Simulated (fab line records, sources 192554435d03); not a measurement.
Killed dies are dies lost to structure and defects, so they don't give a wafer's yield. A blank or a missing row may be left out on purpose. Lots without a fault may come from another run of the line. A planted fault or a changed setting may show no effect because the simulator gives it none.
Chamber matching | flow n5_finfet | N5_FIN_SAQP_MANDREL_ETCH_58 on rie_si-01: 4 sister chambers
The step etches a-Si in HBr/Cl2, stops on SiNx, target depth 45 nm, bt time 10 s, time 27 s. 16 wafers are shown with their chamber, then 8 later ones without.

WAFERS WITH THEIR CHAMBER
wafer  | chamber | throttle_valve_pct (%) | oes_product_au (a.u.)
L074.2 | 1       | 35.91                  | 0.689
L074.3 | 0       | 35.43                  | 0.689
L074.5 | 0       | 35.41                  | 0.694
L076.1 | 3       | 35.39                  | 0.702
L076.4 | 0       | 35.42                  | 0.691
L076.6 | 2       | 35.36                  | 0.712
L077.2 | 1       | 35.92                  | 0.687
L077.5 | 1       | 35.92                  | 0.686
L077.6 | 2       | 35.37                  | 0.702
L082.1 | 0       | 35.42                  | 0.698
L082.3 | 2       | 35.36                  | 0.697
L082.6 | 3       | 35.37                  | 0.714
L084.2 | 1       | 35.91                  | 0.695
L084.5 | 3       | 35.38                  | 0.708
L084.6 | 2       | 35.36                  | 0.699
L085.1 | 1       | 35.89                  | 0.690

SIGNATURES (means of the wafers above)
reading            | chamber 0 | chamber 1 | chamber 2 | chamber 3 | scatter within a chamber
throttle_valve_pct | 35.4200   | 35.9100   | 35.3625   | 35.3800   | 0.00946
oes_product_au     | 0.69300   | 0.68940   | 0.70250   | 0.70800   | 0.005
Rule: a wafer's distance from a chamber is the root of the sum, over the readings, of the square of ((its reading less the chamber's mean) divided by the reading's scatter). The wafer belongs to the nearest chamber; if the next one is less than 2 further off, it can't be placed. The scatter: the root of (the sum of the squares of (reading less its chamber's mean) over the shown wafers, divided by (wafers less chambers)).

WAFERS WITHOUT THEIR CHAMBER
wafer  | throttle_valve_pct (%) | oes_product_au (a.u.)
L085.4 | 35.38                  | 0.700
L085.5 | 35.91                  | 0.690
L087.1 | 35.92                  | 0.689
L087.3 | 35.41                  | 0.692
L087.5 | 35.33                  | 0.697
L095.1 | 35.92                  | 0.686
L095.4 | 35.37                  | 0.716
L095.5 | 35.35                  | 0.710

WHICH CHAMBER EACH WENT THROUGH
wafer  | from the rows above     | in truth
L085.4 | can't be placed: 3 or 2 | 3
L085.5 | 1                       | 1
L087.1 | 1                       | 1
L087.3 | 0                       | 0
L087.5 | 2                       | 2
L095.1 | 1                       | 1
L095.4 | can't be placed: 3 or 2 | 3
L095.5 | can't be placed: 2 or 3 | 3
Placed correctly: 5 of 8. Can't be placed from these rows: 3 (the true chamber is among the candidates in 3). Placed wrongly: 0.
